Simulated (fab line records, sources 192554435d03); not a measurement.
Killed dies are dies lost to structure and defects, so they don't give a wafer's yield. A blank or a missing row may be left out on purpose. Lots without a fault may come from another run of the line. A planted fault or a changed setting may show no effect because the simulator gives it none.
A struck lot beside a sound one | flow n5_finfet | 37 steps out of a route of 1938
Sound: wafers L454.4, L454.5, L454.6. Struck: wafer L459.2. (L459.6 of the same lot was not struck and is left out.) The cause comes at the end.
At each step with rows: each side's tool, then ch and its chambers, then its first start. Under that, the readings that differ: sound wafers | struck wafers | difference of the means | sigmas: that difference in standard deviations of wafers without a fault.
alike: readings whose means differ by less than 2 such deviations, and words and numbers that are the same on both sides. not compared: withheld readings, readings that some wafer has no value for, bounds like >300 that may hide the same value, and numbers for which the record gives no deviation and whose values overlap.
The two part at a step that has a row with sigmas, a row that says differs or no value, or rows on one side only. Numbers that don't overlap but have no deviation are shown without sigmas and don't part them. A reading that every wafer of one side lacks parts them only if that side has two wafers or more.

first, 9 steps without rows for these wafers: N5_PMOS_HMC_CHANNEL_EPI_COAT_31 (time 60 s, resist thk 66 nm); N5_PMOS_HMC_CHANNEL_EPI_COAT_03 (resist thk 205 nm); N5_PMOS_HMC_CHANNEL_EPI_EBR_05; N5_PMOS_HMC_CHANNEL_EPI_SOFTBAKE_04 (time 60 s); N5_PMOS_HMC_CHANNEL_EPI_EXPOSE_06 (exposes mask PMOS HMC BLK, target cd 240 nm); N5_PMOS_HMC_CHANNEL_EPI_PEB_07 (peb time 60 s); N5_PMOS_HMC_CHANNEL_EPI_DEVELOP_08 (develop time 30 s); N5_PMOS_HMC_CHANNEL_EPI_DESCUM_14 (chemistry O2, time 7.9 s); N5_PMOS_HMC_CHANNEL_EPI_ETCH_32 (etches BARC in N2/H2, stops on SiO2, target depth 85.8 nm, time 50.3 s).
N5_PMOS_HMC_CHANNEL_EPI_HM_OPEN_15: chemistry CHF3/O2, target SiO2, target depth 40.6 nm, time 20.3 s.
  sound on rie_diel-02 ch 1,2, day 2 00:02; struck on rie_diel-02 ch 3, day 3 05:35
  reading                                                         | sound             | struck | difference | sigmas
  drypump_motor_current_A (A)                                     | 6.4 6.4 6.3       | 5.6    | -0.8       | -2
  throttle_valve_pct (%)                                          | 19.07 19.06 19.26 | 18.61  | -0.52      | -2
  model.etch.depth_nm (nm)                                        | 41.67 41.37 40.79 | 28.4   | -12.9      |
  model.CAR-ArF-block_of_PMOS_HMC_CHANNEL_EPI_COAT_03.thk_nm (nm) | 90.34 90.77 90.84 | 105.1  | +14.4      |
  alike: mfc_ar_sccm, oes_f_703_au, oes_product_au, rf_vpp_V, showerhead_plenum_p_Torr
  not compared: rf_hours_counter_h
then, 25 steps without rows for these wafers: N5_PMOS_HMC_CHANNEL_EPI_STRIP_33 (strips in N2/H2); N5_PMOS_HMC_CHANNEL_EPI_STRIP_17 (strips in SPM, time 750 s); N5_PMOS_HMC_CHANNEL_EPI_ETCH_38 (etches SiO2 in CF4, target depth 1.5 nm); N5_PMOS_HMC_CHANNEL_EPI_FIN_RECESS_16 (chemistry HBr/Cl2, target Si, target depth 54 nm, time 18 s); N5_PMOS_HMC_CHANNEL_EPI_PRECLEAN_36 (cleans in O3/DIW, time 45 s); N5_PMOS_HMC_CHANNEL_EPI_PRECLEAN_18 (cleans in DHF, time 30 s); N5_PMOS_HMC_CHANNEL_EPI_SRD_19 (time 30 s); N5_PMOS_HMC_CHANNEL_EPI_EPI_20 (deposits SiGe30, target thk 59 nm); N5_PMOS_HMC_CHANNEL_EPI_HM_STRIP_35 (strips SiO2 in dHF, material SiO2, target depth 39.6 nm, time 216 s); N5_PMOS_HMC_CHANNEL_EPI_SRD_39 (time 30 s); N5_PMOS_HMC_CHANNEL_EPI_CMP_21 (polishes SiGe30, target thk 54 nm); N5_PMOS_HMC_CHANNEL_EPI_PRECLEAN_40 (cleans in DHF, time 30 s); N5_PMOS_HMC_CHANNEL_EPI_PRECLEAN_37 (cleans in O3/DIW, time 45 s); N5_PMOS_HMC_CHANNEL_EPI_PRECLEAN_24 (cleans in DHF, time 30 s); N5_PMOS_HMC_CHANNEL_EPI_SRD_25 (time 30 s); N5_PMOS_HMC_CHANNEL_EPI_EPI_26 (deposits Si from SiH4/H2, target thk 3.8 nm, time 22.7 s); N5_FIN_SAQP_PRECLEAN_42 (cleans in O3/DIW, time 60 s); N5_FIN_SAQP_PRECLEAN_00 (cleans in SC1, time 60 s); N5_FIN_SAQP_PRECLEAN_44 (cleans in SC2, time 45 s); N5_FIN_SAQP_SRD_01 (time 30 s); N5_FIN_SAQP_ALD_61 (deposits SiO2, target thk 4 nm, pulse time 1 s, purge time 2 s); N5_FIN_SAQP_DENSIFY_62 (time 60 s); N5_FIN_SAQP_HM_DEP_03 (deposits SiNx from SiH4/NH3/N2, target thk 38 nm, time 33.6 s); N5_FIN_SAQP_PECVD_47 (deposits a-Si from SiH4/He, target thk 45 nm, time 36.3 s); N5_FIN_SAQP_PECVD_48 (deposits SiNx from SiH4/NH3/N2, target thk 25 nm, time 22.1 s).
N5_BEOL_M4_RC_MEAS_101:
  the record has rows for the sound wafers here (prober-02 ch 0, day 8 03:07) and none for the struck ones
-- the record jumps here: 11 days lie between the struck wafers' starts before and after (it left off in module BEOL_M4 and takes up again in module PASSIVATION, whose first step shown is number 1936 of the route) --
N5_PASSIVATION_PROBE_49:
  sound on prober-01, day 12 09:00; struck on prober-01, day 13 22:50
  reading                  | sound          | struck | difference | sigmas
  defect_limited_yield (%) | 91.9 90.5 93.7 | 1.4    | -90.6      | -57
  killed_at_M0_to_M3       | 35 20 21       | 57     | +32        | +3
  killed_at_front_end      | 31 54 29       | 1082   | +1044      | +80
  killed_dies              | 95 112 74      | 1164   | +1070      | +56
  killed_on_rim            | 16 16 5        | 145    | +133       | +31
  killed_open              | 56 76 50       | 103    | +42        | +3
  sort_bin_5_function (%)  | 5.3 5.6 2.9    | 94.3   | +89.7      | +82
  sort_n_pass              | 1085 1068 1106 | 16     | -1070      | -56
  sort_yield_pct (%)       | 91.9 90.5 93.7 | 1.4    | -90.6      | -57
  alike: killed_at_M4_up, killed_at_contacts, killed_at_other, killed_short, sort_bin_6_memory

WHERE THEY PART
First at N5_PMOS_HMC_CHANNEL_EPI_HM_OPEN_15; last, within this record, at N5_PASSIVATION_PROBE_49.

WHY: what the simulator had put in
Process parameter drift: rie_diel-02, from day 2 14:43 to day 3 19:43, at N5_PMOS_HMC_CHANNEL_EPI_HM_OPEN_15. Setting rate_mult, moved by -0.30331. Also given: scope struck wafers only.
